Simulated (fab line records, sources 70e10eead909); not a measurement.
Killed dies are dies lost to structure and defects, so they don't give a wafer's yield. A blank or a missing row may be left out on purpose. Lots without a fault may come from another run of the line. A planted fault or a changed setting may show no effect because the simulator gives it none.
Which tool did it? | flow nand_harc | 23 lots, 69 wafers sampled, at 2 steps of a route of 1159

WHAT THE GAUGES READ, wafer by wafer
NHARC_A_CHANNEL_HOLE_D1_CD_MEAS_18.
lot  | measured     | on        | cd_nm (nm)
L075 | day 8 11:53  | cd_sem-02 | 98.2 97.9 98.2
L074 | day 8 13:52  | cd_sem-01 | 99.9 99.4 101.2
L077 | day 8 23:35  | cd_sem-03 | 99.2 99.9 97.6
L076 | day 8 23:41  | cd_sem-02 | 99.1 100.6 96.3
L078 | day 9 01:23  | cd_sem-03 | 99.3 99.8 100.8
L079 | day 9 08:15  | cd_sem-02 | 98.5 96.2 96.1
L080 | day 10 00:00 | cd_sem-03 | 100.6 99.0 99.1
L081 | day 10 00:05 | cd_sem-02 | 100.8 98.7 100.4
L082 | day 10 09:47 | cd_sem-01 | 98.1 100.9 100.7
L083 | day 10 09:52 | cd_sem-02 | 100.5 101.0 101.9
L084 | day 10 10:58 | cd_sem-01 | 98.0 100.3 98.2
L087 | day 11 11:11 | cd_sem-02 | 98.9 99.2 101.3
L086 | day 11 13:07 | cd_sem-02 | 99.7 99.2 100.9
L089 | day 12 01:10 | cd_sem-02 | 98.2 99.1 99.6
L088 | day 12 02:09 | cd_sem-03 | 100.7 102.5 102.5
L091 | day 12 07:16 | cd_sem-03 | 101.4 97.2 98.3
L090 | day 12 07:35 | cd_sem-01 | 97.9 98.6 98.5
L092 | day 12 18:30 | cd_sem-01 | 97.1 99.8 98.6
L093 | day 13 06:07 | cd_sem-02 | 95.7 99.7 96.7
L094 | day 13 06:22 | cd_sem-03 | 99.6 97.2 99.3
L096 | day 13 14:01 | cd_sem-02 | 101.8 96.9 98.9
L095 | day 13 15:47 | cd_sem-02 | 100.2 99.3 100.5
L097 | day 14 01:36 | cd_sem-02 | 99.5 98.0 98.8

WHICH TOOL RAN EACH LOT (tool, then ch and the chambers of the sampled wafers, then the start)
lot  | NHARC_A_CHANNEL_HOLE_D1_ETCH_16
L075 | rie_diel-11 ch 1,3, day 8 11:53 or earlier
L074 | rie_diel-04 ch 1,2,3, day 8 13:52 or earlier
L077 | rie_diel-09 ch 1,3, day 8 23:35 or earlier
L076 | rie_diel-04 ch 1,2,3, day 8 23:41 or earlier
L078 | rie_diel-04 ch 0,2,3, day 9 01:23 or earlier
L079 | rie_diel-04 ch 0,1,2, day 9 08:15 or earlier
L080 | rie_diel-11 ch 0,2,3, day 10 00:00 or earlier
L081 | rie_diel-04 ch 0,1,2, day 10 00:05 or earlier
L082 | rie_diel-09 ch 1,2,3, day 10 09:47 or earlier
L083 | rie_diel-11 ch 0,1,3, day 10 09:52 or earlier
L084 | rie_diel-04 ch 1,2, day 10 10:58 or earlier
L087 | rie_diel-04 ch 1,2,3, day 11 11:11 or earlier
L086 | rie_diel-04 ch 1,2,3, day 11 13:07 or earlier
L089 | rie_diel-04 ch 1,3, day 12 01:10 or earlier
L088 | rie_diel-09 ch 2,3, day 12 02:09 or earlier
L091 | rie_diel-04 ch 0,1,2, day 12 07:16 or earlier
L090 | rie_diel-11 ch 0,2,3, day 12 07:35 or earlier
L092 | rie_diel-11 ch 2,3, day 12 18:30 or earlier
L093 | rie_diel-11 ch 0,2,3, day 13 06:07 or earlier
L094 | rie_diel-09 ch 1,2, day 13 06:22 or earlier
L096 | rie_diel-11 ch 0,1,3, day 13 14:01 or earlier
L095 | rie_diel-09 ch 1,2,3, day 13 15:47 or earlier
L097 | rie_diel-09 ch 2,3, day 14 01:36 or earlier
- NHARC_A_CHANNEL_HOLE_D1_ETCH_16: etches the open film in O2/COS, target depth 3100 nm, time 806 s.

WHAT THE TOOLS THEMSELVES READ (means of the sampled wafers that have a number; where no wafer has one, the mark that the record gives instead)
NHARC_A_CHANNEL_HOLE_D1_ETCH_16.
lot  | tool        | drypump_motor_current_A (A) | oes_product_au (a.u.) | rf_vpp_V (V) | showerhead_plenum_p_Torr (Torr) | throttle_valve_pct (%)
L075 | rie_diel-11 | 6.4                         | 0.995                 | 311.5        | 2.97                            | 28.326
L074 | rie_diel-04 | 5.8                         | 0.999                 | 314.8        | 3.16                            | 28.333
L077 | rie_diel-09 | 5.7                         | 0.999                 | 316.4        | 3.25                            | 28.330
L076 | rie_diel-04 | 5.8                         | 0.995                 | 314.5        | 3.16                            | 28.332
L078 | rie_diel-04 | 5.9                         | 0.994                 | 315.4        | 3.18                            | 28.331
L079 | rie_diel-04 | 5.8                         | 1.005                 | 314.6        | 3.13                            | 28.329
L080 | rie_diel-11 | 5.8                         | 1.007                 | 314.3        | 3.13                            | 28.332
L081 | rie_diel-04 | 5.8                         | 1.005                 | 313.2        | 3.13                            | 28.339
L082 | rie_diel-09 | 5.5                         | 0.997                 | 315.3        | 3.19                            | 28.334
L083 | rie_diel-11 | 6.1                         | 0.992                 | 312.5        | 3.02                            | 28.326
L084 | rie_diel-04 | 6.0                         | 1.001                 | 313.9        | 3.17                            | 28.338
L087 | rie_diel-04 | 5.8                         | 0.997                 | 314.5        | 3.16                            | 28.326
L086 | rie_diel-04 | 5.8                         | 1.000                 | 314.5        | 3.16                            | 28.332
L089 | rie_diel-04 | 5.5                         | 0.994                 | 313.7        | 3.10                            | 28.325
L088 | rie_diel-09 | 5.5                         | 1.006                 | 314.6        | 3.15                            | 28.327
L091 | rie_diel-04 | 5.8                         | 1.003                 | 314.7        | 3.12                            | 28.339
L090 | rie_diel-11 | 5.8                         | 1.004                 | 314.4        | 3.13                            | 28.329
L092 | rie_diel-11 | 5.8                         | 1.007                 | 314.7        | 3.18                            | 28.329
L093 | rie_diel-11 | 5.8                         | 1.017                 | 313.5        | 3.13                            | 28.335
L094 | rie_diel-09 | 5.6                         | 0.986                 | 315.8        | 3.24                            | 28.335
L096 | rie_diel-11 | 6.1                         | 0.998                 | 312.3        | 3.02                            | 28.331
L095 | rie_diel-09 | 5.5                         | 0.997                 | 315.1        | 3.19                            | 28.331
L097 | rie_diel-09 | 5.5                         | 1.000                 | 314.7        | 3.15                            | 28.327

THE ANSWER, worked out from the rows above alone
Rule: what is usual is taken from the lots themselves. Put in order of their means at a reading, lots are off if they are a third of the lots or fewer, leave a main group of 4 or more, and stand apart from it by a gap of 3 or more times the standard deviation of the main group's means; of several such gaps the widest counts. A main group whose means are all the same, to the digits that the tables above print for the reading, isn't used. A lot without any number at a reading at which 4 lots or more have one is off too. The other lots that the step has rows for count as sound. The gauges are gone through in route order, then the tools' own readings, and for those a lot's mean is taken as printed above. The first step at which some lot is off is used, and at that step the reading that is off furthest; a lot without a number counts as furthest.
No lot is off at any reading shown: from this, nothing can be told.

WHAT THE SIMULATOR HAD PUT IN
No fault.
